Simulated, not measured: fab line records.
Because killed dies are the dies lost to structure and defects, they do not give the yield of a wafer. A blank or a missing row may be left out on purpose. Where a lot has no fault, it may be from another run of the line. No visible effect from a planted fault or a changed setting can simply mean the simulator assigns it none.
Chamber matching | flow nand_harc | NHARC_A_ZERO_WELL_ETCH_13 on rie_si-03 has 4 sister chambers
The step etches the open film in HBr/Cl2, target depth 120 nm, time 40.1 s. 8 wafers are shown with their chamber, then 9 later ones without.

## WAFERS WITH THEIR CHAMBER
wafer  | chamber | drypump_motor_current_A (A) | oes_product_au (a.u.)
L381.4 | 1       | 6.16                        | 0.985
L386.5 | 2       | 5.63                        | 1.007
L387.1 | 3       | 5.75                        | 1.014
L387.2 | 2       | 5.62                        | 1.016
L387.5 | 0       | 6.19                        | 1.016
L389.2 | 1       | 6.16                        | 0.995
L389.3 | 0       | 6.18                        | 0.992
L389.6 | 3       | 5.71                        | 1.008

## WAFERS WITHOUT THEIR CHAMBER
wafer  | drypump_motor_current_A (A) | oes_product_au (a.u.)
L391.1 | 5.64                        | 0.990
L391.2 | 6.17                        | 0.982
L391.3 | 6.20                        | 0.995
L397.1 | 5.74                        | 1.021
L397.2 | 6.17                        | 1.002
L397.5 | 5.64                        | 1.007
L398.1 | 5.69                        | 1.004
L398.3 | 6.18                        | 1.004
L398.4 | 6.18                        | 1.002

## WHICH CHAMBER EACH WENT THROUGH
wafer  | from the rows above     | in truth
L391.1 | 2                       | 2
L391.2 | can't be placed: 1 or 0 | 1
L391.3 | can't be placed: 0 or 1 | 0
L397.1 | 3                       | 3
L397.2 | can't be placed: 0 or 1 | 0
L397.5 | 2                       | 2
L398.1 | can't be placed: 3 or 2 | 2
L398.3 | can't be placed: 0 or 1 | 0
L398.4 | can't be placed: 0 or 1 | 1
Correct placement for 3 of the 9. Unplaceable from these rows: 6, with the true chamber sitting among the candidates in 6. Placed wrongly: 0.
How it was worked out, from the rows above alone: a wafer's distance from a chamber is the root of the sum, over the readings, of the square of ((its reading less the chamber's mean) divided by the reading's scatter). The wafer belongs to the nearest chamber; if the next one is less than 2 further off, it can't be placed. Each chamber's mean is taken over the wafers shown for it. The scatter: take each reading less its chamber's mean, square it, sum over the shown wafers, divide by the number of wafers less the number of chambers, and take the root.
